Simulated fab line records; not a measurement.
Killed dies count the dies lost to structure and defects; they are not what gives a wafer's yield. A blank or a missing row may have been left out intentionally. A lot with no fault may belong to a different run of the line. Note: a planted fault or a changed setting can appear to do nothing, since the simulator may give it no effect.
Matching of chambers || flow n5_finfet || N5_BEOL_M10_STRIP_67 on rie_diel-01: 4 sister chambers
The step strips in CF4. 8 wafers are shown with their chamber, then 7 later ones without.

## WAFERS PAIRED WITH THEIR CHAMBERS
{"wafer": "L076.2", "chamber": 0, "showerhead_plenum_p_Torr (Torr)": 1.75, "drypump_motor_current_A (A)": 5.72}
{"wafer": "L076.4", "chamber": 1, "showerhead_plenum_p_Torr (Torr)": 1.80, "drypump_motor_current_A (A)": 5.54}
{"wafer": "L079.5", "chamber": 2, "showerhead_plenum_p_Torr (Torr)": 1.71, "drypump_motor_current_A (A)": 5.82}
{"wafer": "L088.2", "chamber": 1, "showerhead_plenum_p_Torr (Torr)": 1.79, "drypump_motor_current_A (A)": 5.52}
{"wafer": "L088.3", "chamber": 3, "showerhead_plenum_p_Torr (Torr)": 1.88, "drypump_motor_current_A (A)": 5.48}
{"wafer": "L088.6", "chamber": 2, "showerhead_plenum_p_Torr (Torr)": 1.70, "drypump_motor_current_A (A)": 5.84}
{"wafer": "L090.3", "chamber": 3, "showerhead_plenum_p_Torr (Torr)": 1.88, "drypump_motor_current_A (A)": 5.48}
{"wafer": "L090.5", "chamber": 0, "showerhead_plenum_p_Torr (Torr)": 1.74, "drypump_motor_current_A (A)": 5.72}

## WAFERS WHOSE CHAMBER IS MISSING
{"wafer": "L090.6", "showerhead_plenum_p_Torr (Torr)": 1.88, "drypump_motor_current_A (A)": 5.51}
{"wafer": "L094.1", "showerhead_plenum_p_Torr (Torr)": 1.74, "drypump_motor_current_A (A)": 5.68}
{"wafer": "L094.4", "showerhead_plenum_p_Torr (Torr)": 1.79, "drypump_motor_current_A (A)": 5.52}
{"wafer": "L094.5", "showerhead_plenum_p_Torr (Torr)": 1.79, "drypump_motor_current_A (A)": 5.49}
{"wafer": "L097.3", "showerhead_plenum_p_Torr (Torr)": 1.70, "drypump_motor_current_A (A)": 5.84}
{"wafer": "L097.5", "showerhead_plenum_p_Torr (Torr)": 1.74, "drypump_motor_current_A (A)": 5.68}
{"wafer": "L097.6", "showerhead_plenum_p_Torr (Torr)": 1.79, "drypump_motor_current_A (A)": 5.50}

## THE CHAMBER EACH PASSED THROUGH
{"wafer": "L090.6", "from the rows above": 3, "in truth": 3}
{"wafer": "L094.1", "from the rows above": 0, "in truth": 0}
{"wafer": "L094.4", "from the rows above": 1, "in truth": 1}
{"wafer": "L094.5", "from the rows above": 1, "in truth": 1}
{"wafer": "L097.3", "from the rows above": 2, "in truth": 2}
{"wafer": "L097.5", "from the rows above": 0, "in truth": 0}
{"wafer": "L097.6", "from the rows above": 1, "in truth": 1}
Placed correctly: 7 of 7. Number that these rows cannot place: 0. 0 placed wrongly.
How it was worked out, from the rows above alone: a wafer's distance from a chamber is the root of the sum, over the readings, of the square of ((its reading less the chamber's mean) divided by the reading's scatter). If the next closest chamber is less than 2 further off than the closest, the wafer can't be placed; otherwise it belongs to the closest. Each chamber's mean is taken over the wafers shown for it. The scatter: take each reading less its chamber's mean, square it, sum over the shown wafers, divide by the number of wafers less the number of chambers, and take the root.
